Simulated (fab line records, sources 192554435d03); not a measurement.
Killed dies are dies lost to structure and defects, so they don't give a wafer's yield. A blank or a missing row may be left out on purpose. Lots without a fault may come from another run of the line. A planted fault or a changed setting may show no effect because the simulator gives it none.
Which tool did it? | flow n5_finfet | 10 lots, 29 wafers sampled, at 4 steps of a route of 1938

WHAT THE GAUGES READ, wafer by wafer
N5_BEOL_M5_CD_MEAS_35: target cd 28 nm, target cd y 24 nm.
lot  | measured     | on        | cd_nm (nm)
L516 | day 8 07:28  | cd_sem-01 | 28.0 27.8 27.8
L515 | day 8 07:43  | cd_sem-02 | 28.7 27.9 28.3
L518 | day 8 16:51  | cd_sem-03 | 28.2 28.6 28.7
L523 | day 10 08:56 | cd_sem-01 | 28.1 27.9 28.0
L532 | day 12 06:31 | cd_sem-03 | 27.6 27.7 28.2
L530 | day 12 09:06 | cd_sem-01 | 27.2 27.7 27.1
L533 | day 12 20:07 | cd_sem-02 | 28.0 28.0
L535 | day 13 04:45 | cd_sem-03 | 27.6 28.1 27.8
L536 | day 13 13:56 | cd_sem-01 | 28.1 28.1 28.3
L537 | day 13 14:09 | cd_sem-01 | 27.8 28.0 28.1

WHICH TOOL RAN EACH LOT (tool, then ch and the chambers of the sampled wafers, then the start)
lot  | N5_BEOL_M5_ETCH_67                 | N5_BEOL_M5_STRIP_36                | N5_BEOL_M5_STRIP_91
L516 | rie_diel-05 ch 1,2, day 8 06:57    | rie_diel-05 ch 1,2, day 8 07:07    | rie_diel-05 ch 1,2, day 8 07:28 or earlier
L515 | rie_diel-01 ch 0,1,2, day 8 07:12  | rie_diel-01 ch 0,1,2, day 8 07:23  | rie_diel-01 ch 0,1,2, day 8 07:43 or earlier
L518 | rie_diel-06 ch 1,2,3, day 8 16:20  | rie_diel-06 ch 1,2,3, day 8 16:31  | rie_diel-06 ch 1,2,3, day 8 16:51 or earlier
L523 | rie_diel-06 ch 1,3, day 10 08:25   | rie_diel-06 ch 1,3, day 10 08:35   | rie_diel-06 ch 1,3, day 10 08:56 or earlier
L532 | rie_diel-01 ch 0,1,3, day 12 06:00 | rie_diel-01 ch 0,1,3, day 12 06:10 | rie_diel-01 ch 0,1,3, day 12 06:31 or earlier
L530 | rie_diel-05 ch 0,2,3, day 12 08:35 | rie_diel-05 ch 0,2,3, day 12 08:45 | rie_diel-05 ch 0,2,3, day 12 09:06 or earlier
L533 | rie_diel-06 ch 0,3, day 12 19:35   | rie_diel-06 ch 0,3, day 12 19:46   | rie_diel-06 ch 0,3, day 12 20:07 or earlier
L535 | rie_diel-01 ch 0,2,3, day 13 04:14 | rie_diel-01 ch 0,2,3, day 13 04:25 | rie_diel-01 ch 0,2,3, day 13 04:45 or earlier
L536 | rie_diel-06 ch 0,1, day 13 13:25   | rie_diel-06 ch 0,1, day 13 13:35   | rie_diel-06 ch 0,1, day 13 13:56 or earlier
L537 | rie_diel-01 ch 0,1, day 13 13:37   | rie_diel-01 ch 0,1, day 13 13:48   | rie_diel-01 ch 0,1, day 13 14:09 or earlier
- N5_BEOL_M5_ETCH_67: etches SiARC in CF4, target depth 15.6 nm, time 26 s.
- N5_BEOL_M5_STRIP_36: strips in N2/H2.
- N5_BEOL_M5_STRIP_91: strips in N2/H2, time 10 s.

THE ANSWER, worked out from the rows above alone
Rule: what is usual is taken from the lots themselves. Put in order of their means at a reading, lots are off if they are a third of the lots or fewer, leave a main group of 4 or more, and stand apart from it by a gap of 3 or more times the standard deviation of the main group's means; of several such gaps the widest counts. A main group whose means are all the same, to the digits that the tables above print for the reading, isn't used. A lot without any number at a reading at which 4 lots or more have one is off too. The other lots that the step has rows for count as sound.
No lot is off at any reading shown: from this, nothing can be told.

WHAT THE SIMULATOR HAD PUT IN
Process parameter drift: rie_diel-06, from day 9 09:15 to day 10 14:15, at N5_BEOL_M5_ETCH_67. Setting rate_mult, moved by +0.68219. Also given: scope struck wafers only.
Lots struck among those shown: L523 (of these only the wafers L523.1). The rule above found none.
